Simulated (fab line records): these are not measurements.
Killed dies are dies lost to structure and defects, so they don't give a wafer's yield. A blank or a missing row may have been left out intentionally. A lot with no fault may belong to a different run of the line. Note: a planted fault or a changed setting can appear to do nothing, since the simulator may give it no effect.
fab line records	flow nand-harc
record lots=12	wafers=36	last-day=24
route steps=1159 shown A_CHANNEL_HOLE_D1@476 A_CHANNEL_FILL_D1@492 END@1159
lots that met no fault: taken from a fault-free run of the same line
start-h: hours from the record's opening day to when the first of the lot's shown wafers began	wait-h: hours since the lot's step before	" the same as in the row above	L1.1+2: several wafers, shown together as one row	- no value present, or no start provided	* or withheld: withheld	< > ~ a bound
route shown NAME@n: NAME is a module with steps in the file, n the number in the route of the first one	usual: the fault-free wafers' mean and standard deviation	same: alike in all rows	chamber/n: place in a boat	sites: each site's reading	_std_site: standard deviation across them	_edge_site: mean of outer sites minus mean of inner sites	radius-mm: how far each site lies from the wafer's centre	mask NAME#n: copy n	behind: tool/chamber where the wafer was last shaped	hold: what put the lot on hold/how long, in hours/how the hold closed	device: which transistor (n, p or np) failed to switch	end of line: the route-end tests of the same wafers	for a step that has no rows: nothing shown but its recipe	killed: count of dies lost to structure and defects at first sort (not the wafer's yield)	map: dies across one wafer; x = killed, . = not, _ = none there
set.NAME: the run value of the setting; set.NAME@STEP: its run value at that earlier step	model.NAME: the simulator's own value behind a step, which no gauge read
route steps across a sampled set of lots; one table per step, one row per wafer
services: when a tool's chamber went out of use (start-h, in hours from the record's first day, below 0 if earlier), for how many hours, and the reason
## steps
# step NHARC_A_CHANNEL_HOLE_D1_ETCH_24
# recipe bias-v=5000	source-w=withheld	pressure-mtorr=20	time-s=906.2	ar-flow-sccm=375	c4f8-flow-sccm=93.8	o2-flow-sccm=31.2	temp-c=-20	target-depth-a=15000	chemistry=C4F8/O2/Ar
# usual drypump-motor-current-A=5.8/0.46	showerhead-plenum-p-Torr=3.831/0.024	temp-c=-20.00/0.11	throttle-valve-pct=32.236/0.0083
lot.wafer	tool	chamber	start-h	wait-h	drypump-motor-current-A	rf-hours-counter-h	showerhead-plenum-p-Torr	temp-c	throttle-valve-pct
L714.1	har-etch-02	1	187.19	0.6	5.1	108	3.866	-20.03	32.226
L714.3	"	1	"	"	5.2	-	3.866	-19.91	32.240
L714.6	"	1	"	"	5.2	-	3.866	-19.91	32.220
L716.1	har-etch-02	1	200.75	0.6	5.2	114	3.863	-19.94	32.233
L716.3	"	0	"	"	6.3	-	3.863	-20.03	32.239
L716.5	"	0	"	"	6.4	-	3.863	-19.98	32.248
L717.3	har-etch-01	1	201.92	0.6	6.0	-	3.817	-20.14	32.218
L717.6	"	1	"	"	5.9	-	3.817	-20.31	32.232
L717.5	"	0	"	"	5.8	-	3.817	-20.05	32.232
L720.4	har-etch-02	1	217.53	0.6	5.2	-	3.860	-19.87	32.245
L720.6	"	1	"	"	5.2	-	3.860	-19.96	32.232
L720.5	"	0	"	"	6.4	-	3.860	-20.01	32.241
L719.1	har-etch-01	0	218.05	0.6	5.8	204	3.813	-20.03	32.233
L719.5	"	1	"	"	6.0	-	3.813	-20.11	32.250
L719.6	"	0	"	"	5.8	-	3.813	-20.24	32.230
L722.2	har-etch-02	1	234.74	0.6	5.2	127	3.856	-19.94	32.236
L722.3	"	1	"	"	5.2	-	3.856	-19.87	32.242
L722.4	"	0	"	"	6.4	-	3.856	-20.13	32.237
L724.1	har-etch-02	1	251.07	0.6	5.2	134	3.851	-20.06	32.240
L724.3	"	1	"	"	5.2	-	3.852	-20.00	32.235
L724.5	"	1	"	"	5.2	-	3.852	-20.03	32.220
L726.2	har-etch-01	1	261.98	0.6	5.9	220	3.804	-19.99	32.234
L726.3	"	0	"	"	5.8	-	3.804	-19.96	32.233
L726.5	"	1	"	"	6.0	-	3.804	-19.74	32.236
L723.2	har-etch-02	1	269.05	0.6	5.2	144	3.846	-19.80	32.247
L723.3	"	1	"	"	5.2	-	3.847	-19.91	32.239
L723.4	"	0	"	"	6.4	-	3.847	-20.08	32.227
L735.1	har-etch-02	1	309.92	0.6	5.2	164	3.835	-20.12	32.248
L735.3	"	1	"	"	5.2	-	3.835	-20.11	32.229
L735.4	"	0	"	"	6.3	-	3.835	-20.07	32.232
L736.2	har-etch-02	0	314.21	0.6	6.4	168	3.833	-19.93	32.231
L736.3	"	0	"	"	6.4	-	3.833	-19.76	32.227
L736.6	"	1	"	"	5.2	-	3.833	-20.05	32.247
L734.2	har-etch-02	0	318.37	0.6	6.4	172	3.831	-20.05	32.229
L734.3	"	1	"	"	5.2	-	3.831	-20.05	32.227
L734.4	"	0	"	"	6.3	-	3.831	-20.00	32.241
# step NHARC_A_CHANNEL_HOLE_D1_ETCH_26
# recipe bias-v=300	source-w=2000	pressure-mtorr=30	time-s=224.1	ar-flow-sccm=375	c4f8-flow-sccm=11.4	o2-flow-sccm=113.6	temp-c=-20	target-depth-a=3000	chemistry=C4F8/O2/Ar
# usual drypump-motor-current-A=5.8/0.45	showerhead-plenum-p-Torr=3.889/0.025	temp-c=-20.01/0.12	throttle-valve-pct=24.582/0.0091
lot.wafer	tool	chamber	start-h	wait-h	drypump-motor-current-A	rf-hours-counter-h	showerhead-plenum-p-Torr	temp-c	throttle-valve-pct
L714.1	har-etch-02	1	188.73	0.6	5.2	110	3.926	-20.22	24.580
L714.3	"	1	"	"	5.2	-	3.926	-20.12	24.591
L714.6	"	1	"	"	5.2	-	3.926	-20.09	24.571
L716.1	har-etch-02	1	202.40	0.7	5.2	115	3.923	-19.93	24.576
L716.3	"	0	"	"	6.3	-	3.923	-20.04	24.573
L716.5	"	0	"	"	6.3	-	3.923	-19.86	24.585
L717.3	har-etch-01	1	203.39	0.5	5.9	-	3.874	-19.99	24.582
L717.6	"	1	"	"	5.9	-	3.874	-19.99	24.585
L717.5	"	0	"	"	5.8	-	3.874	-20.16	24.583
L720.4	har-etch-02	1	218.98	0.5	5.2	-	3.919	-20.07	24.582
L720.6	"	1	"	"	5.2	-	3.919	-20.14	24.570
L720.5	"	0	"	"	6.4	-	3.919	-19.80	24.581
L719.1	har-etch-01	0	219.58	0.6	5.8	205	3.870	-20.08	24.589
L719.5	"	1	"	"	6.0	-	3.869	-19.99	24.564
L719.6	"	0	"	"	5.8	-	3.869	-19.95	24.579
L722.2	har-etch-02	1	236.40	0.7	5.2	129	3.914	-19.86	24.576
L722.3	"	1	"	"	5.2	-	3.915	-19.88	24.589
L722.4	"	0	"	"	6.3	-	3.915	-20.07	24.584
L724.1	har-etch-02	1	252.64	0.6	5.2	136	3.910	-20.03	24.559
L724.3	"	1	"	"	5.2	-	3.911	-20.10	24.583
L724.5	"	1	"	"	5.2	-	3.911	-19.99	24.586
L726.2	har-etch-01	1	263.54	0.6	6.0	222	3.859	-19.93	24.587
L726.3	"	0	"	"	5.8	-	3.860	-19.83	24.579
L726.5	"	1	"	"	6.0	-	3.859	-20.01	24.587
L723.2	har-etch-02	1	270.69	0.7	5.2	145	3.905	-19.99	24.588
L723.3	"	1	"	"	5.2	-	3.905	-19.91	24.601
L723.4	"	0	"	"	6.4	-	3.905	-19.95	24.572
L735.1	har-etch-02	1	311.58	0.7	5.2	165	3.893	-19.89	24.575
L735.3	"	1	"	"	5.2	-	3.893	-20.09	24.605
L735.4	"	0	"	"	6.4	-	3.893	-19.96	24.606
L736.2	har-etch-02	0	315.77	0.6	6.4	169	3.891	-19.93	24.595
L736.3	"	0	"	"	6.4	-	3.890	-20.05	24.579
L736.6	"	1	"	"	5.2	-	3.891	-20.03	24.576
L734.2	har-etch-02	0	319.91	0.6	6.4	173	3.888	-19.96	24.592
L734.3	"	1	"	"	5.2	-	3.888	-19.92	24.588
L734.4	"	0	"	"	6.4	-	3.888	-19.90	24.585
# step NHARC_A_CHANNEL_FILL_D1_ALD_02
# recipe target-thk-a=60	pulse-time-s=10	ald-cycles=60	temp-c=300	material=SiO2
# usual ald-cycles=60/0	heater-power-w=465/51	precursor-pulse-height-rel=1.000/0.019
lot.wafer	tool	chamber	start-h	wait-h	ald-cycles	heater-power-w	precursor-pulse-height-rel
L714.3	ald-hk-03	2	192.99	-	60	444	1.005
L714.1	"	1	"	"	60	525	1.004
L714.6	"	3	"	"	60	453	0.958
L716.1	ald-hk-04	0	204.59	-	60	454	1.001
L716.3	"	1	"	"	60	423	0.993
L716.5	"	3	"	"	60	556	0.980
L717.3	ald-hk-04	0	205.69	-	60	454	1.016
L717.5	"	2	"	"	60	425	0.975
L717.6	"	3	"	"	60	555	0.998
L720.4	ald-hk-04	0	221.08	-	60	455	0.998
L720.6	"	0	"	"	60	436	1.002
L720.5	"	1	"	"	60	438	1.003
L719.1	ald-hk-04	2	221.86	-	60	437	0.986
L719.5	"	0	"	"	60	448	1.002
L719.6	"	1	"	"	60	437	1.006
L722.3	ald-hk-04	3	238.71	-	60	569	0.993
L722.4	"	1	"	"	60	442	1.025
L722.2	"	2	"	"	60	424	1.022
L724.3	ald-hk-04	3	254.73	-	60	548	0.977
L724.1	"	2	"	"	60	434	1.017
L724.5	"	3	"	"	60	554	1.011
L726.2	ald-hk-04	1	265.80	-	60	417	0.989
L726.3	"	2	"	"	60	424	1.002
L726.5	"	0	"	"	60	454	1.010
L723.3	ald-hk-01	2	272.81	-	60	513	0.995
L723.4	"	0	"	"	60	399	1.001
L723.2	"	1	"	"	60	460	1.015
L735.4	ald-hk-04	2	313.73	-	60	416	0.990
L735.1	"	3	"	"	60	547	0.985
L735.3	"	1	"	"	60	431	1.009
L736.2	ald-hk-04	1	317.87	-	60	439	1.024
L736.3	"	3	"	"	60	544	0.972
L736.6	"	1	"	"	60	435	0.963
L734.3	ald-hk-03	0	322.00	-	60	413	1.012
L734.4	"	1	"	"	60	520	0.984
L734.2	"	3	"	"	60	447	0.959
# step NHARC_A_CHANNEL_FILL_D1_ALD_14
# recipe target-thk-a=25	pulse-time-s=10	ald-cycles=25	temp-c=300	material=SiO2
# usual ald-cycles=25/0	heater-power-w=460/46	precursor-pulse-height-rel=1.002/0.019
lot.wafer	tool	chamber	start-h	wait-h	ald-cycles	heater-power-w	precursor-pulse-height-rel
L714.3	ald-hk-03	1	200.05	0.0	25	537	0.977
L714.1	"	3	"	"	25	456	1.000
L714.6	"	1	"	"	25	537	0.984
L716.3	ald-hk-04	2	211.55	0.0	25	426	1.041
L716.1	"	3	"	"	25	552	1.007
L716.5	"	3	"	"	25	559	0.995
L717.3	ald-hk-03	1	211.59	0.1	25	534	0.998
L717.6	"	0	"	"	25	418	0.966
L717.5	"	1	"	"	25	544	1.022
L720.4	ald-hk-03	0	228.11	0.0	25	416	1.003
L720.5	"	0	"	"	25	414	1.018
L720.6	"	1	"	"	25	522	1.005
L719.1	ald-hk-01	3	228.15	0.1	25	473	0.991
L719.6	"	2	"	"	25	492	0.979
L719.5	"	3	"	"	25	474	1.021
L722.3	ald-hk-01	0	245.74	0.1	25	400	1.018
L722.4	"	1	"	"	25	457	1.024
L722.2	"	2	"	"	25	499	1.006
L724.3	ald-hk-03	0	261.79	0.1	25	407	0.989
L724.1	"	1	"	"	25	529	1.000
L724.5	"	3	"	"	25	449	0.997
L726.3	ald-hk-04	0	271.56	0.1	25	468	0.997
L726.2	"	1	"	"	25	441	0.989
L726.5	"	3	"	"	25	548	1.003
L723.4	ald-hk-03	0	279.85	0.0	25	427	1.019
L723.2	"	2	"	"	25	463	0.986
L723.3	"	3	"	"	25	450	1.026
L735.1	ald-hk-03	2	321.02	0.4	22	453	0.989
L735.4	"	3	"	"	22	452	1.010
L735.3	"	0	"	"	22	409	1.031
L736.2	ald-hk-01	2	325.48	0.6	25	492	0.961
L736.3	"	1	"	"	25	456	1.018
L736.6	"	3	"	"	25	446	0.973
L734.4	ald-hk-03	3	332.43	3.5	22	470	1.028
L734.2	"	0	"	"	22	424	0.982
L734.3	"	1	"	"	22	529	1.017
# step NHARC_END_SORT_01
# recipe temp-c=25
# usual killed-at-array=29/11	killed-at-other=0.6/0.92	killed-at-periphery=3.2/2	killed-dies=33/11	killed-open=3.2/2	killed-short=1.9/1.5
# same gross-dies=677
lot.wafer	tool	chamber	start-h	wait-h	killed-at-array	killed-at-other	killed-at-periphery	killed-dies	killed-open	killed-short
L735.1	prober-01	0	579.35	2.5	33	1	4	38	6	4
# killed by level:class
L735.1 A_SLIT:chamber-film-flake=14 A_CHANNEL_HOLE_D1:chamber-film-flake=11 P_CONTACT:geometric-particle:short=2 P_CONTACT:geometric-particle:open=2 A_WL_FILL:geometric-particle:open=2 A_ONON_D1:geometric-particle:short=1 A_STAIRCASE:geometric-particle:open=1 A_CONTACT:geometric-particle:open=1
## services
tool	chamber	start-h	hours	kind
ald-hk-04	-	193.32	10.0	pm
ald-hk-04	0	193.32	10.0	vent-cycle
ald-hk-04	1	193.32	10.0	vent-cycle
ald-hk-04	2	193.32	10.0	vent-cycle
ald-hk-04	3	193.32	10.0	vent-cycle
ald-hk-04	0	203.32	-	clean
ald-hk-04	1	203.32	-	clean
ald-hk-04	2	203.32	-	clean
ald-hk-04	3	203.32	-	clean
ald-hk-01	0	234.54	10.0	vent-cycle
ald-hk-01	1	234.54	10.0	vent-cycle
har-etch-01	-	305.00	17.0	pm
har-etch-01	0	305.00	17.0	vent-cycle
har-etch-01	1	305.00	17.0	vent-cycle
har-etch-01	0	322.00	-	clean
har-etch-01	0	322.00	-	consumable-replace:focus-ring
har-etch-01	1	322.00	-	clean
har-etch-01	1	322.00	-	consumable-replace:focus-ring
ald-hk-03	2	322.43	10.0	vent-cycle
ald-hk-03	3	322.43	10.0	vent-cycle
ald-hk-03	0	332.43	-	clean
ald-hk-03	1	332.43	-	clean
ald-hk-03	2	332.43	-	clean
ald-hk-03	3	332.43	-	clean
## key
first-sign step=NHARC_A_CHANNEL_FILL_D1_ALD_14	reading=ald-cycles	direction=down	sigmas=99+	usual=25	struck=22
effect none on later readings
met-at NHARC_A_CHANNEL_FILL_D1_ALD_14
struck-lots L734,L735
tester-left-out L734,L735
not-acting-at NHARC_A_CHANNEL_HOLE_D1_ETCH_24,NHARC_A_CHANNEL_HOLE_D1_ETCH_26,NHARC_A_CHANNEL_FILL_D1_ALD_02
onset-between 279.85 321.02
fault kind=process-parameter-drift	tool=ald-hk-03	chamber=-	onset-h=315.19	steps=NHARC_A_CHANNEL_FILL_D1_ALD_14	channel=ald-cycles	offset=-3	shape=step	end-h=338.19	acts-in=these-recipes-only	stated=25
# tester-left-out: of these lots the tester's yield and bins aren't shown, on N5 and GAA mostly nor the transistor test; their killed dies are dies lost to structure and defects alone, not to doping, threshold or leakage, so they don't give the yield
